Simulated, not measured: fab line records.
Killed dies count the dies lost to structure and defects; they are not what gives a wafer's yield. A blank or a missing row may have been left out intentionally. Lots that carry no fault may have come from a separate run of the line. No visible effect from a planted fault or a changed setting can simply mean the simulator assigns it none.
Matching of chambers    flow n5-finfet    N5_SPACER0_ALD_08 on ald-sin-04: 4 sister chambers
The step deposits SiNx, target thk 2 nm. 4 wafers are shown with their chamber, then 7 later ones without.

## EACH WAFER AND ITS CHAMBER
wafer   chamber  heater-power-w (W)
L082.5  3        994
L082.6  2        936
L085.1  1        905
L085.2  0        758

## WAFERS WITHOUT THEIR CHAMBER
wafer   heater-power-w (W)
L085.3  980
L085.4  929
L085.5  778
L085.6  890
L087.1  951
L087.4  894
L087.5  921

## WHICH CHAMBER EACH WENT THROUGH
wafer   from the rows above      in truth
L085.3  3                        3
L085.4  can't be placed: 2 or 1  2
L085.5  0                        0
L085.6  1                        1
L087.1  can't be placed: 2 or 3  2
L087.4  1                        1
L087.5  can't be placed: 2 or 1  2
4 of 7 placed correctly. These rows do not allow placing 3 (true chamber among the candidates in 3). 0 placed wrongly.
How it was worked out, from the rows above alone: a wafer's distance from a chamber is the root of the sum, over the readings, of the square of ((its reading less the chamber's mean) divided by the reading's scatter). The wafer belongs to the nearest chamber; if the next one is less than 2 further off, it can't be placed. A chamber's mean is the mean of its shown wafers. The scatter: root of mean squared gap, hidden wafer to nearest shown wafer, with one shown wafer a chamber.
